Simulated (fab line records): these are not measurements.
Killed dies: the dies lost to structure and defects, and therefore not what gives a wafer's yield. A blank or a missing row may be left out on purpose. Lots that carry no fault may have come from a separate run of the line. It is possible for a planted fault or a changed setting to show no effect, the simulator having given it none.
Which tool is to blame?	flow nandHarc	24 lots with 72 wafers sampled at 6 steps, on a route of 1302 steps

WHAT EACH GAUGE READ, for each wafer
NHARC_P_M2_CD_MEAS_09 targets a cd of 170 nm.
lot	measured	on	cdNm (nm)
L074	day 6 10:57	cdSem-03	169.5 170.1 170.6
L075	day 7 05:19	cdSem-03	169.4 169.7 170.2
L076	day 7 05:33	cdSem-03	169.4 169.9 170.7
L077	day 7 13:36	cdSem-02	169.7 170.0 169.9
L079	day 8 06:01	cdSem-01	169.9 170.7 169.8
L078	day 8 06:50	cdSem-02	170.7 171.2 171.2
L080	day 8 21:34	cdSem-02	170.9 171.0 170.6
L081	day 9 10:07	cdSem-01	169.8 169.4 169.5
L082	day 9 21:19	cdSem-01	169.6 170.3 170.6
L083	day 10 01:29	cdSem-02	170.4 170.6 170.5
L084	day 10 18:31	cdSem-02	171.0 170.0 170.7
L085	day 11 05:26	cdSem-03	169.9 171.0 171.1
L086	day 11 16:46	cdSem-03	170.0 170.9 170.3
L087	day 11 21:58	cdSem-02	170.4 170.9 170.0
L088	day 12 13:46	cdSem-02	170.5 170.2 170.0
L089	day 12 14:23	cdSem-02	169.8 170.8 170.1
L090	day 13 04:25	cdSem-01	170.6 170.1 170.5
L092	day 13 17:08	cdSem-01	169.8 170.6 170.4
L091	day 13 17:47	cdSem-01	170.6 170.5 169.1
L093	day 14 09:07	cdSem-01	170.2 170.3 170.9
L094	day 14 15:38	cdSem-03	171.1 170.8 170.6
L095	day 15 07:03	cdSem-01	170.5 171.5 171.6
L096	day 15 22:04	cdSem-01	170.4 170.8 170.7
L097	day 16 06:16	cdSem-02	170.0 170.7 169.2

NHARC_P_BONDPAD_THK_MEAS_33: measures by ellipsometry.
lot	measured	on	thkNm (nm)
L074	day 6 15:10	filmMetro-02	200.9 200.7 201.6
L075	day 7 09:16	filmMetro-01	198.9 198.3 199.6
L076	day 7 09:34	filmMetro-01	200.4 197.4 196.5
L077	day 7 18:02	filmMetro-02	197.8 196.3 197.5
L079	day 8 10:13	filmMetro-01	197.4 199.1 198.4
L078	day 8 10:48	filmMetro-02	198.8 197.5 196.0
L080	day 9 01:32	filmMetro-02	197.9 200.1 198.5
L081	day 9 14:05	filmMetro-01	199.8 200.5 201.3
L082	day 10 01:36	filmMetro-02	200.6 201.4 201.3
L083	day 10 05:55	filmMetro-02	200.0 200.1 199.5
L084	day 10 22:31	filmMetro-01	201.1 199.9 200.4
L085	day 11 09:25	filmMetro-02	199.8 200.4 200.2
L086	day 11 20:58	filmMetro-01	199.2 199.0 199.5
L087	day 12 01:55	filmMetro-01	197.6 198.3 200.0
L088	day 12 17:49	filmMetro-01	201.3 200.4 197.3
L089	day 12 18:29	filmMetro-01	200.8 199.3 200.8
L090	day 13 08:22	filmMetro-02	198.5 197.6 198.9
L092	day 13 21:08	filmMetro-02	198.6 202.6 200.7
L091	day 13 21:48	filmMetro-02	199.7 199.7 198.2
L093	day 14 13:39	filmMetro-01	203.5 203.4 201.0
L094	day 14 19:43	filmMetro-02	203.3 198.5 199.9
L095	day 15 11:09	filmMetro-02	201.1 199.9 200.9
L096	day 16 02:08	filmMetro-02	199.2 199.8 200.1
L097	day 16 10:20	filmMetro-02	197.2 196.6 199.1

TOOL THAT RAN EACH LOT (tool first, then ch and the chambers of the sampled wafers, then the start)
lot	NHARC_P_M0_ETCH_15	NHARC_P_M0_STRIP_18	NHARC_P_M1_ETCH_28	NHARC_P_M2_STRIP_18
L074	rieDiel-06 ch 0,1,3, day 6 03:02 or earlier	rieDiel-06 ch 0,3, day 6 03:02	rieDiel-10 ch 1,2, day 6 10:57 or earlier	rieDiel-13 ch 1,2,3, day 6 11:31
L075	rieDiel-11 ch 0,3, day 6 13:11 or earlier	rieDiel-11 ch 0,1,2, day 6 13:11	rieDiel-12 ch 0,1,2, day 7 05:19 or earlier	rieDiel-01 ch 2,3, day 7 05:54
L076	rieDiel-06 ch 0,2,3, day 6 20:56 or earlier	rieDiel-11 ch 0,3, day 6 20:56	rieDiel-12 ch 0,1, day 7 05:33 or earlier	rieDiel-13 ch 0,1,2, day 7 06:11
L077	rieDiel-06 ch 0,1,2, day 7 05:58 or earlier	rieDiel-06 ch 0,3, day 7 05:58	rieDiel-10 ch 0,1,3, day 7 13:36 or earlier	rieDiel-13 ch 0,1, day 7 14:38
L079	rieDiel-06 ch 1,2, day 7 22:23 or earlier	rieDiel-06 ch 0,3, day 7 22:23	rieDiel-09 ch 0,3, day 8 06:01 or earlier	rieDiel-01 ch 0,1, day 8 06:38
L078	rieDiel-06 ch 1,2,3, day 7 23:07 or earlier	rieDiel-06 ch 0,1,3, day 7 23:07	rieDiel-09 ch 2,3, day 8 06:50 or earlier	rieDiel-01 ch 0,1,2, day 8 07:26
L080	rieDiel-06 ch 0,2, day 8 13:42 or earlier	rieDiel-06 ch 0,3, day 8 13:42	rieDiel-09 ch 0,1, day 8 21:34 or earlier	rieDiel-01 ch 0,3, day 8 22:08
L081	rieDiel-07 ch 1,3, day 9 02:31 or earlier	rieDiel-07 ch 0,1,3, day 9 02:31	rieDiel-09 ch 0,1,3, day 9 10:07 or earlier	rieDiel-01 ch 1,3, day 9 10:42
L082	rieDiel-06 ch 1,2,3, day 9 13:47 or earlier	rieDiel-06 ch 1,2,3, day 9 13:47	rieDiel-09 ch 2,3, day 9 21:19 or earlier	rieDiel-01 ch 0,1,2, day 9 21:54
L083	rieDiel-07 ch 0,1,2, day 9 17:39 or earlier	rieDiel-06 ch 1,2, day 9 17:39	rieDiel-09 ch 0,2,3, day 10 01:29 or earlier	rieDiel-13 ch 1,3, day 10 02:04
L084	rieDiel-07 ch 0,2,3, day 10 10:53 or earlier	rieDiel-06 ch 1,2,3, day 10 10:53	rieDiel-10 ch 0,2,3, day 10 18:31 or earlier	rieDiel-13 ch 0,2,3, day 10 19:09
L085	rieDiel-07 ch 0,2,3, day 10 21:40 or earlier	rieDiel-06 ch 0,1,2, day 10 21:40	rieDiel-09 ch 0,1,3, day 11 05:26 or earlier	rieDiel-08 ch 0,1,3, day 11 06:02
L086	rieDiel-06 ch 0,3, day 11 09:13 or earlier	rieDiel-06 ch 2,3, day 11 09:13	rieDiel-12 ch 0,3, day 11 16:46 or earlier	rieDiel-08 ch 0,1,3, day 11 17:26
L087	rieDiel-06 ch 1,2,3, day 11 13:40 or earlier	rieDiel-07 ch 1,2,3, day 11 13:40	rieDiel-10 ch 0,2,3, day 11 21:58 or earlier	rieDiel-08 ch 0,2,3, day 11 22:34
L088	rieDiel-06 ch 1,2, day 12 05:40 or earlier	rieDiel-06 ch 0,2,3, day 12 05:40	rieDiel-09 ch 2,3, day 12 13:46 or earlier	rieDiel-08 ch 0,3, day 12 14:22
L089	rieDiel-06 ch 1,2,3, day 12 06:45 or earlier	rieDiel-06 ch 1,2,3, day 12 06:45	rieDiel-10 ch 0,1,3, day 12 14:23 or earlier	rieDiel-13 ch 0,2,3, day 12 14:57
L090	rieDiel-06 ch 1,2,3, day 12 20:22 or earlier	rieDiel-06 ch 0,1,3, day 12 20:22	rieDiel-10 ch 0,3, day 13 04:25 or earlier	rieDiel-13 ch 0,1,3, day 13 05:02
L092	rieDiel-06 ch 1,2,3, day 13 09:28 or earlier	rieDiel-06 ch 0,1,3, day 13 09:28	rieDiel-09 ch 1,2,3, day 13 17:08 or earlier	rieDiel-01 ch 0,2,3, day 13 17:43
L091	rieDiel-06 ch 2,3, day 13 09:59 or earlier	rieDiel-06 ch 0,3, day 13 09:59	rieDiel-12 ch 1,2,3, day 13 17:47 or earlier	rieDiel-01 ch 1,2, day 13 18:23
L093	rieDiel-11 ch 0,1,3, day 14 01:16 or earlier	rieDiel-11 ch 1,2,3, day 14 01:16	rieDiel-10 ch 0,2,3, day 14 09:07 or earlier	rieDiel-01 ch 0,1, day 14 10:10
L094	rieDiel-07 ch 0,2,3, day 14 08:01 or earlier	rieDiel-07 ch 1,2,3, day 14 08:01	rieDiel-10 ch 1,3, day 14 15:38 or earlier	rieDiel-13 ch 1,2,3, day 14 16:17
L095	rieDiel-07 ch 0,1,3, day 14 23:39 or earlier	rieDiel-06 ch 0,3, day 14 23:39	rieDiel-09 ch 0,2,3, day 15 07:03 or earlier	rieDiel-01 ch 0,1,2, day 15 07:44
L096	rieDiel-06 ch 0,2,3, day 15 14:26 or earlier	rieDiel-06 ch 1,2,3, day 15 14:26	rieDiel-10 ch 0,2, day 15 22:04 or earlier	rieDiel-13 ch 1,2,3, day 15 22:38
L097	rieDiel-06 ch 0,1,3, day 15 22:42 or earlier	rieDiel-06 ch 0,1,3, day 15 22:42	rieDiel-09 ch 0,1, day 16 06:16 or earlier	rieDiel-08 ch 0,1,2, day 16 06:50
- NHARC_P_M0_ETCH_15: etches the open film in C4F8/Ar, target depth 150 nm, overetch 15 nm, time 82.5 s.
- NHARC_P_M0_STRIP_18: strips in N2/H2.
- NHARC_P_M1_ETCH_28: etches the open film in CF4/N2, target depth 30 nm, time 72.99 s.
- NHARC_P_M2_STRIP_18: strips in N2/H2.

AS READ BY THE TOOLS THEMSELVES (means over the sampled wafers that have a number; for cases with no such wafer, the mark the record gives instead)
NHARC_P_M0_ETCH_15.
lot	tool	oesProductAu (a.u.)	rfVppV (V)
L074	rieDiel-06	0.948	437.6
L075	rieDiel-11	0.975	440.3
L076	rieDiel-06	0.958	436.5
L077	rieDiel-06	0.950	437.9
L079	rieDiel-06	0.959	439.1
L078	rieDiel-06	0.960	438.6
L080	rieDiel-06	0.967	438.0
L081	rieDiel-07	0.965	441.5
L082	rieDiel-06	0.957	438.4
L083	rieDiel-07	0.928	443.4
L084	rieDiel-07	0.922	440.6
L085	rieDiel-07	0.966	441.3
L086	rieDiel-06	0.966	437.1
L087	rieDiel-06	0.954	439.1
L088	rieDiel-06	0.969	438.0
L089	rieDiel-06	0.960	438.9
L090	rieDiel-06	0.965	438.6
L092	rieDiel-06	0.957	438.5
L091	rieDiel-06	0.957	437.2
L093	rieDiel-11	0.969	442.3
L094	rieDiel-07	0.965	440.8
L095	rieDiel-07	0.972	440.0
L096	rieDiel-06	0.968	441.0
L097	rieDiel-06	0.961	440.7

NHARC_P_M0_STRIP_18.
lot	tool	drypumpMotorCurrentA (A)	oesProductAu (a.u.)	rfVppV (V)	showerheadPlenumPTorr (Torr)	throttleValvePct (%)
L074	rieDiel-06	5.2	1.003	89.9	1.90	14.169
L075	rieDiel-11	5.9	0.992	89.9	2.02	14.166
L076	rieDiel-11	5.4	0.994	91.1	2.09	14.164
L077	rieDiel-06	5.4	0.998	89.7	1.92	14.179
L079	rieDiel-06	5.4	0.988	89.5	1.92	14.179
L078	rieDiel-06	5.3	0.999	89.6	1.94	14.162
L080	rieDiel-06	5.4	0.997	89.6	1.92	14.172
L081	rieDiel-07	5.6	0.996	90.0	2.02	14.160
L082	rieDiel-06	5.6	0.990	90.4	1.96	14.171
L083	rieDiel-06	5.5	0.982	91.3	1.99	14.169
L084	rieDiel-06	5.6	0.986	88.9	1.96	14.168
L085	rieDiel-06	5.4	0.991	89.4	1.94	14.169
L086	rieDiel-06	5.9	0.989	90.4	1.94	14.165
L087	rieDiel-07	5.7	0.995	91.0	2.07	14.177
L088	rieDiel-06	5.5	0.996	90.0	1.91	14.163
L089	rieDiel-06	5.7	0.977	90.6	1.95	14.173
L090	rieDiel-06	5.3	0.992	89.6	1.93	14.169
L092	rieDiel-06	5.3	0.987	89.8	1.93	14.166
L091	rieDiel-06	5.4	0.991	89.6	1.91	14.168
L093	rieDiel-11	6.0	0.996	91.0	2.18	14.168
L094	rieDiel-07	5.7	0.989	91.2	2.07	14.177
L095	rieDiel-06	5.4	0.993	90.8	2.03	14.170
L096	rieDiel-06	5.6	0.992	90.5	1.95	14.161
L097	rieDiel-06	5.3	0.994	90.1	2.05	14.164

NHARC_P_M1_ETCH_28.
lot	tool	drypumpMotorCurrentA (A)	oesProductAu (a.u.)	rfVppV (V)	showerheadPlenumPTorr (Torr)	throttleValvePct (%)
L074	rieDiel-10	6.1	0.999	313.7	2.60	19.788
L075	rieDiel-12	6.1	1.004	313.7	2.60	19.802
L076	rieDiel-12	6.2	1.001	313.1	2.60	19.781
L077	rieDiel-10	6.1	0.996	315.9	2.74	19.793
L079	rieDiel-09	5.7	1.004	316.9	2.79	19.805
L078	rieDiel-09	5.8	1.007	314.6	2.72	19.796
L080	rieDiel-09	6.3	0.990	313.6	2.60	19.793
L081	rieDiel-09	6.0	1.005	314.8	2.70	19.788
L082	rieDiel-09	5.8	1.000	315.7	2.72	19.805
L083	rieDiel-09	6.1	1.015	315.0	2.70	19.784
L084	rieDiel-10	6.2	1.005	315.5	2.68	19.790
L085	rieDiel-09	6.0	1.003	315.6	2.70	19.795
L086	rieDiel-12	6.3	1.006	313.3	2.61	19.795
L087	rieDiel-10	6.2	1.008	314.5	2.68	19.789
L088	rieDiel-09	6.2	1.000	314.2	2.63	19.798
L089	rieDiel-10	6.0	1.017	316.2	2.74	19.786
L090	rieDiel-10	6.1	1.007	316.7	2.79	19.799
L092	rieDiel-09	6.1	1.007	315.2	2.63	19.797
L091	rieDiel-12	6.1	1.007	313.8	2.64	19.800
L093	rieDiel-10	6.2	1.010	315.1	2.68	19.806
L094	rieDiel-10	6.0	0.994	315.5	2.70	19.793
L095	rieDiel-09	6.1	0.993	315.6	2.70	19.800
L096	rieDiel-10	6.2	1.023	313.1	2.57	19.792
L097	rieDiel-09	6.4	0.987	314.6	2.68	19.787

NHARC_P_M2_STRIP_18.
lot	tool	drypumpMotorCurrentA (A)	oesProductAu (a.u.)	rfVppV (V)	showerheadPlenumPTorr (Torr)	throttleValvePct (%)
L074	rieDiel-13	5.8	0.999	91.0	2.09	14.167
L075	rieDiel-01	6.4	0.995	91.0	2.06	14.171
L076	rieDiel-13	5.9	0.991	89.7	2.07	14.172
L077	rieDiel-13	5.8	0.996	90.6	2.06	14.164
L079	rieDiel-01	5.7	0.998	89.5	2.01	14.177
L078	rieDiel-01	6.0	0.993	91.2	2.05	14.168
L080	rieDiel-01	5.7	0.995	90.3	2.06	14.168
L081	rieDiel-01	5.4	0.994	91.7	2.16	14.178
L082	rieDiel-01	6.0	0.993	90.6	2.05	14.174
L083	rieDiel-13	5.7	1.008	90.1	2.09	14.157
L084	rieDiel-13	6.3	1.000	90.9	2.05	14.175
L085	rieDiel-08	6.1	0.986	89.7	2.00	14.178
L086	rieDiel-08	6.1	0.997	90.2	2.00	14.170
L087	rieDiel-08	6.2	0.988	90.7	2.05	14.170
L088	rieDiel-08	6.4	0.990	90.2	1.99	14.164
L089	rieDiel-13	6.3	1.006	90.9	2.05	14.169
L090	rieDiel-13	5.8	1.016	90.5	2.08	14.163
L092	rieDiel-01	6.1	0.997	90.8	2.02	14.171
L091	rieDiel-01	6.3	0.999	90.3	2.08	14.164
L093	rieDiel-01	5.6	1.000	90.6	2.10	14.166
L094	rieDiel-13	5.8	1.002	90.5	2.08	14.173
L095	rieDiel-01	6.0	0.994	90.2	2.05	14.170
L096	rieDiel-13	5.8	1.001	90.6	2.08	14.162
L097	rieDiel-08	5.8	0.997	91.0	2.07	14.174

THE ANSWER, worked out from the rows above alone
Rule: the usual values come from the lots themselves. Put in order of their means at a reading, lots are off if they are a third of the lots or fewer, leave a main group of 4 or more, and stand apart from it by a gap of 3 or more times the standard deviation of the main group's means; of several such gaps the widest counts. A main group is skipped when, at the precision printed for the reading in the tables above, its means are all equal. A lot without any number at a reading at which 4 lots or more have one is off too. Where the step has rows for the other lots, those lots are counted as sound. The gauges are gone through in route order, then the tools' own readings, and for those a lot's mean is taken as printed above. The first step at which some lot is off is used, and at that step the reading that is off furthest; a lot without a number counts as furthest.
No lot is off at any reading shown: from this, nothing can be told.

WHAT THE SIMULATOR PUT IN
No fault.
